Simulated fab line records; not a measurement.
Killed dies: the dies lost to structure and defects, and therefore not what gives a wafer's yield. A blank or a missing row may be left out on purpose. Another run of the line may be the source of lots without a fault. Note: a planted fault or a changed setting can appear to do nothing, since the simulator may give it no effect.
Split-lot study | flow n5_finfet | on a route of 1938 steps: 7 lots, 21 wafers read

## THE SPLIT ITSELF
At N5_SD_EPI_N_PEB_07 (peb time 60 s), the setting peb_temp_c was moved away from the recipe's 110 C on 10 of the 21 wafers read, by -0.9% to +2.4%. This setting was run at the recipe's value on the other wafers.

## FROM SPLIT TO READING: 1 step shown by the file between the two
- N5_SD_EPI_N_DEVELOP_08: develop time 30 s

## THE READING
At N5_SD_EPI_N_CD_MEAS_09: cd_nm in nanometres, against a target cd of 120 nm. On this fab line, fault-free wafers typically give 119.9 nm with a standard deviation of 0.54 nm.

wafer  | tool, chamber at the split | peb_temp_c as run, C | against the recipe | cd_nm, nm | against lot-mates on the recipe
L079.1 | litho_track-04, 0          | 110                  | recipe             | 120.2     | -
L079.2 | litho_track-04, 0          | 110                  | recipe             | 119.3     | -
L079.6 | litho_track-04, 0          | 112.2                | +2.0%              | 125.6     | +5.8
L081.3 | litho_track-04, 0          | 110                  | recipe             | 119.6     | -
L081.5 | litho_track-04, 0          | 112.1                | +1.9%              | 124.7     | +5.1
L081.6 | litho_track-04, 0          | 112.1                | +1.9%              | 124.9     | +5.3
L082.1 | litho_track-02, 0          | 109                  | -0.9%              | 117.4     | -2.5
L082.2 | litho_track-02, 0          | 110                  | recipe             | 119.9     | -
L082.3 | litho_track-02, 0          | 109                  | -0.9%              | 117.2     | -2.7
L086.3 | litho_track-03, 0          | 110                  | recipe             | 118.9     | -
L086.5 | litho_track-03, 0          | 110                  | recipe             | 119.2     | -
L086.6 | litho_track-03, 0          | 110                  | recipe             | 119.5     | -
L088.1 | litho_track-02, 0          | 110                  | recipe             | 120.5     | -
L088.2 | litho_track-02, 0          | 110                  | recipe             | 120.1     | -
L088.4 | litho_track-02, 0          | 111.9                | +1.7%              | 124.3     | +4.0
L093.3 | litho_track-04, 0          | 112.6                | +2.4%              | 126.3     | +6.3
L093.4 | litho_track-04, 0          | 110                  | recipe             | 120.0     | -
L093.5 | litho_track-04, 0          | 112.6                | +2.4%              | 126.8     | +6.8
L095.1 | litho_track-03, 0          | 111.4                | +1.3%              | 123.8     | +2.3
L095.2 | litho_track-03, 0          | 111.4                | +1.3%              | 123.5     | +2.0
L095.4 | litho_track-03, 0          | 110                  | recipe             | 121.5     | -

FIT RESULTS
A straight line over all 21 wafers: cd_nm changes by +2.76 nm for each +1% of peb_temp_c; r = +0.98; the points scatter about the line by 0.56 nm.
The same after taking each lot's own level away (the mean of its wafers on the recipe; 21 wafers): +2.67 nm for each +1%; r = +0.99; scatter 0.49 nm.
According to that fit, moving peb_temp_c by its largest amount changes the reading by 6.3 nm.
The span of the lots' own levels, 119.20 to 121.50 nm, comes to 4.3 times the standard deviation stated above.
The two slopes are in agreement: the lot-to-lot level therefore moves the slope only a little.
Check: +6.18 nm against its lot-mates is what the line predicts for one of the wafers moved furthest among these (+2.4%) when that wafer is left out of the fit. Against them it came out at +6.3 nm.

## FURTHER SPLITS ON THESE WAFERS
Other splits were also applied to these wafers ahead of the reading. Each is held against what the fit with the lots' levels taken away leaves over:
other split on the same wafers          | wafers away from the commonest value | r with cd_nm (lot level and that fit taken away)
N5_ZERO_LAYER_EXPOSE_08 dose_mj         | 5                                    | -0.08
N5_ZERO_LAYER_DEVELOP_10 develop_time_s | 3                                    | +0.06
N5_WELL_APT_PEB_23 peb_time_s           | 7                                    | +0.33
N5_FIN_SAQP_EXPOSE_13 dose_mj           | 8                                    | +0.38
N5_FIN_CUT_CUT_ETCH_26 source_w         | 8                                    | +0.60
N5_SPACER0_ALD_08 target_thk_a          | 6                                    | +0.35

## THE WHOLE CHAIN: every reading that the file lists as answering this split, in the file's order
step                   | what it does                                     | reading                                                         | change (the file's fit)              | r (the file's)
N5_SD_EPI_N_CD_MEAS_09 | target cd 120 nm                                 | cd_nm                                                           | +2.63 nm for each +1% of the setting | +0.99
N5_SD_EPI_N_DESCUM_14  | chemistry O2, time 7.9 s                         | SD_EPI_N.cd_nm (the simulator's own value, which no gauge read) | +2.59 nm for each +1% of the setting | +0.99
N5_SD_EPI_N_ETCH_35    | etches SOC in N2/H2, overetch 108 nm, time 486 s | SD_EPI_N.cd_nm (the simulator's own value, which no gauge read) | +2.77 nm for each +1% of the setting | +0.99

## FILE'S OWN FIT
cd_nm changes by +2.63 nm for each +1% of peb_temp_c, r = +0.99.
